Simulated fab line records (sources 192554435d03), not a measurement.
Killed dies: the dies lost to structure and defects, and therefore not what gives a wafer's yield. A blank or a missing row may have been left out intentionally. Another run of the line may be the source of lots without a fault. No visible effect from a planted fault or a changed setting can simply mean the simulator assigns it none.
Lot-split experiment + flow n5 finfet + 7 lots, 21 wafers read, on a route of 1938 steps

== THE SPLIT ITSELF ==
At N5_BEOL_M8_COAT_05 (resist thk 90 nm), the setting spin rpm was moved away from the recipe's 1500 rpm on 4 of the 21 wafers read, by -8.3% to +6.3%. All remaining wafers had this setting at the recipe value.

== FROM THE SPLIT TO THE READING: what the file shows between them, 6 steps ==
- N5_BEOL_M8_EBR_07
- N5_BEOL_M8_SOFTBAKE_06: time 60 s
- N5_BEOL_M8_EXPOSE_08: exposes mask M8
- N5_BEOL_M8_PEB_09: peb time 60 s
- N5_BEOL_M8_DEVELOP_10: develop time 30 s
- N5_BEOL_M8_DESCUM_16: chemistry O2, time 7.9 s

== THE READING ==
CAR-ArF_of_BEOL_M8_COAT_05.thk nm (the simulator's own value, which no gauge read), in nm, at N5_BEOL_M8_ETCH_61 (etches SiARC in CF4, target depth 45.5 nm, time 75.8 s). There is no usual value for it anywhere in the file. The 17 wafers here that ran the recipe average 50.8 nm, standard deviation 0.29 nm.

| wafer  | tool, chamber at the split | spin rpm as run, rpm | against the recipe | CAR-ArF_of_BEOL_M8_COAT_05.thk nm, nm | against lot-mates on the recipe |
|--------|----------------------------|----------------------|--------------------|---------------------------------------|---------------------------------|
| L074.1 | litho track-03, 0          | 1573                 | +4.9%              | 48.2                                  | -2.2                            |
| L074.2 | litho track-03, 0          | 1500                 | recipe             | 50.6                                  | -                               |
| L074.3 | litho track-03, 0          | 1500                 | recipe             | 50.2                                  | -                               |
| L079.2 | litho track-05, 0          | 1500                 | recipe             | 50.6                                  | -                               |
| L079.3 | litho track-05, 0          | 1595                 | +6.3%              | 48                                    | -2.6                            |
| L079.4 | litho track-05, 0          | 1595                 | +6.3%              | 47.8                                  | -2.8                            |
| L080.1 | litho track-05, 0          | 1500                 | recipe             | 50.6                                  | -                               |
| L080.2 | litho track-05, 0          | 1500                 | recipe             | 50.6                                  | -                               |
| L080.5 | litho track-05, 0          | 1375                 | -8.3%              | 54.4                                  | +3.8                            |
| L082.1 | litho track-01, 0          | 1500                 | recipe             | 51                                    | -                               |
| L082.3 | litho track-01, 0          | 1500                 | recipe             | 50.4                                  | -                               |
| L082.4 | litho track-01, 0          | 1500                 | recipe             | 50.8                                  | -                               |
| L085.1 | litho track-05, 0          | 1500                 | recipe             | 51.2                                  | -                               |
| L085.3 | litho track-05, 0          | 1500                 | recipe             | 51.4                                  | -                               |
| L085.4 | litho track-05, 0          | 1500                 | recipe             | 51                                    | -                               |
| L089.1 | litho track-05, 0          | 1500                 | recipe             | 50.8                                  | -                               |
| L089.3 | litho track-05, 0          | 1500                 | recipe             | 51                                    | -                               |
| L089.5 | litho track-05, 0          | 1500                 | recipe             | 50.6                                  | -                               |
| L091.1 | litho track-03, 0          | 1500                 | recipe             | 50.8                                  | -                               |
| L091.2 | litho track-03, 0          | 1500                 | recipe             | 51                                    | -                               |
| L091.5 | litho track-03, 0          | 1500                 | recipe             | 50.6                                  | -                               |

THE FIT
A straight line over all 21 wafers: CAR-ArF_of_BEOL_M8_COAT_05.thk nm changes by -0.455 nm for each +1% of spin rpm; r = -0.98; the points scatter about the line by 0.29 nm.
The same after taking each lot's own level away (the mean of its wafers on the recipe; 21 wafers): -0.442 nm for each +1%; r = -0.99; scatter 0.17 nm.
That fit puts the effect of the largest move of spin rpm on the reading at 3.7 nm.
The lots' own levels span 50.40 to 51.20 nm, that is 2.8 times the standard deviation above.
The two slopes agree, so the slope changes little with the lot-to-lot level.
Check: for one of the wafers moved furthest among these (-8.3%), held out of the fit, the line's prediction against its lot-mates is +3.6 nm. It came out at +3.8 nm against them.

== ADDITIONAL SPLITS CARRIED BY THESE WAFERS ==
Before the reading, these wafers also passed through other splits. Each is held against what the fit with the lots' levels taken away leaves over:
| other split on the same wafers     | wafers away from the commonest value | r with CAR-ArF_of_BEOL_M8_COAT_05.thk nm (lot level and that fit taken away) |
|------------------------------------|--------------------------------------|------------------------------------------------------------------------------|
| N5_BEOL_M1_TRENCH_ETCH_37 bias w   | 6                                    | -0.08                                                                        |
| N5_BEOL_M2_ILD_DEP_00 time s       | 10                                   | -0.09                                                                        |
| N5_BEOL_M2_PECVD_72 temp c         | 8                                    | -0.06                                                                        |
| N5_BEOL_M3_VIA_ETCH_34 bias w      | 4                                    | -0.12                                                                        |
| N5_BEOL_M3_TRENCH_ETCH_37 source w | 7                                    | -0.02                                                                        |
| N5_BEOL_M4_TRENCH_ETCH_37 source w | 6                                    | -0.19                                                                        |
| N5_BEOL_M5_ETCH_72 bias w          | 8                                    | +0.21                                                                        |
| N5_BEOL_M5_COAT_22 spin rpm        | 6                                    | -0.01                                                                        |
| N5_BEOL_M7_COAT_05 spin rpm        | 7                                    | -0.13                                                                        |
| N5_BEOL_M7_ETCH_61 source w        | 5                                    | -0.17                                                                        |
| N5_BEOL_M7_DEP_56 time s           | 4                                    | +0.30                                                                        |

== THE WHOLE CHAIN: every reading that the file lists as answering this split, in the file's order ==
| step                  | what it does                                           | reading                                                                            | change (the file's fit)               | r (the file's) |
|-----------------------|--------------------------------------------------------|------------------------------------------------------------------------------------|---------------------------------------|----------------|
| N5_BEOL_M8_COAT_05    | resist thk 90 nm                                       | CAR-ArF_of_BEOL_M8_COAT_05.thk nm (the simulator's own value, which no gauge read) | -0.469 nm for each +1% of the setting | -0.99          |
| N5_BEOL_M8_DEVELOP_10 | develop time 30 s                                      | CAR-ArF_of_BEOL_M8_COAT_05.thk nm (the simulator's own value, which no gauge read) | -0.456 nm for each +1% of the setting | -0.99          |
| N5_BEOL_M8_ETCH_61    | etches SiARC in CF4, target depth 45.5 nm, time 75.8 s | CAR-ArF_of_BEOL_M8_COAT_05.thk nm (the simulator's own value, which no gauge read) | -0.446 nm for each +1% of the setting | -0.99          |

== THE FILE'S OWN FIT ==
CAR-ArF_of_BEOL_M8_COAT_05.thk nm changes by -0.446 nm for each +1% of spin rpm, r = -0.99.
